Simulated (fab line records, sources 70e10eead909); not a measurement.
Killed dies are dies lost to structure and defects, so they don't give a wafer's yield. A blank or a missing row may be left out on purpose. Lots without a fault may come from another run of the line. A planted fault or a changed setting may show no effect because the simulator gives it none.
A struck lot beside a sound one | flow nand_harc | 17 steps out of a route of 1159
Sound: wafers L446.1, L446.2, L446.6. Struck: wafer L441.2. (L441.5 of the same lot was not struck and is left out.) The cause comes at the end.
At each step with rows: each side's tool, then ch and its chambers, then its first start. Under that, the readings that differ: sound wafers | struck wafers | difference of the means | sigmas: that difference in standard deviations of wafers without a fault.
alike: readings whose means differ by less than 2 such deviations, and words and numbers that are the same on both sides. not compared: withheld readings, readings that some wafer has no value for, bounds like >300 that may hide the same value, and numbers for which the record gives no deviation and whose values overlap.
The two part at a step that has a row with sigmas, a row that says differs or no value, or rows on one side only. Numbers that don't overlap but have no deviation are shown without sigmas and don't part them. A reading that every wafer of one side lacks parts them only if that side has two wafers or more.

first, 5 steps without rows for these wafers: NHARC_P_STI_SOFTBAKE_04 (time 70 s); NHARC_P_STI_EBR_05; NHARC_P_STI_EXPOSE_06 (exposes mask P STI, target cd 200 nm); NHARC_P_STI_PEB_07 (peb time 80 s); NHARC_P_STI_DEVELOP_08 (time 50 s).
NHARC_P_STI_CD_MEAS_09: target cd 200 nm.
  sound on cd_sem-03 ch 0, day 7 13:44; struck on cd_sem-01 ch 0, day 6 09:53
  reading    | sound       | struck | difference | sigmas
  cd_nm (nm) | 202 203 200 | 193    | -9         | -3
NHARC_P_STI_OVL_MEAS_10:
  sound on overlay-01, day 7 13:49; struck on overlay-02, day 6 09:58
  reading           | sound    | struck | difference | sigmas
  overlay_y_nm (nm) | 10 10 10 | -14    | -24        | -4
  alike: overlay_x_nm
NHARC_P_STI_INSPECT_11:
  sound on defect_inspect-02, day 7 13:51; struck on defect_inspect-01, day 6 10:01
  alike: raw_defect_count
then, 1 step without rows for these wafers: NHARC_P_STI_HARDBAKE_13 (time 65 s).
NHARC_P_STI_DESCUM_14: chemistry O2, time 3 s.
  sound on rie_diel-06 ch 0,1, day 7 13:59; struck on rie_diel-06 ch 0, day 6 10:08
  reading                | sound                | struck | difference | sigmas
  throttle_valve_pct (%) | 11.312 11.316 11.317 | 11.283 | -0.032     | -3
  alike: drypump_motor_current_A, oes_product_au, rf_vpp_V, showerhead_plenum_p_Torr
  not compared: rf_hours_counter_h
NHARC_P_STI_ETCH_42: etches the open film in N2/H2, target depth 80 nm, overetch 24 nm, time 61 s.
  sound on rie_diel-06 ch 0,3, day 7 14:12; struck on rie_diel-06 ch 1, day 6 10:14
  alike: drypump_motor_current_A, n2_flow_sccm, oes_product_au, rf_vpp_V, showerhead_plenum_p_Torr, throttle_valve_pct
  not compared: rf_hours_counter_h
NHARC_P_STI_ETCH_31: etches the open film in CF4/CHF3, target depth 108.9 nm, time 54.5 s.
  sound on rie_diel-06 ch 0,2,3; struck on rie_diel-06 ch 3
  alike: chf3_flow_sccm, drypump_motor_current_A, oes_product_au, rf_vpp_V, showerhead_plenum_p_Torr, throttle_valve_pct
  not compared: rf_hours_counter_h
NHARC_P_STI_ETCH_15: etches the open film in HBr/Cl2, target depth 300 nm, time 100.1 s.
  sound on rie_si-02 ch 0,1,2, day 7 14:25; struck on rie_si-03 ch 1, day 6 10:26
  reading                           | sound             | struck | difference | sigmas
  oes_product_au (a.u.)             | 1.009 0.997 1.005 | 1.407  | +0.403     | +31
  model.P_STI.feature_depth_nm (nm) | 304 301.5 302.1   | 496.9  | +194.4     |
  alike: drypump_motor_current_A, he_backside_leak_sccm, throttle_valve_pct
  not compared: rf_hours_counter_h
NHARC_P_STI_CD_MEAS_16:
  sound on cd_sem-03, day 7 14:32; struck on cd_sem-02, day 6 10:35
  reading    | sound       | struck | difference | sigmas
  cd_nm (nm) | 202 202 200 | 192    | -9         | -2
NHARC_P_STI_OCD_MEAS_17:
  sound on ocd-01, day 7 14:38; struck on ocd-01, day 6 10:40
  reading                | sound       | struck | difference | sigmas
  trench_depth_nm (nm)   | 305 302 302 | 497    | +194       | +32
  trench_foot_cd_nm (nm) | 159 160 158 | 124    | -35        | -11
then, 2 steps without rows for these wafers: NHARC_P_STI_STRIP_19 (strips in SPM, time 900 s); NHARC_END_SORT_01.

WHERE THEY PART
First at NHARC_P_STI_CD_MEAS_09; last, within this record, at NHARC_P_STI_OCD_MEAS_17.

WHY: what the simulator had put in
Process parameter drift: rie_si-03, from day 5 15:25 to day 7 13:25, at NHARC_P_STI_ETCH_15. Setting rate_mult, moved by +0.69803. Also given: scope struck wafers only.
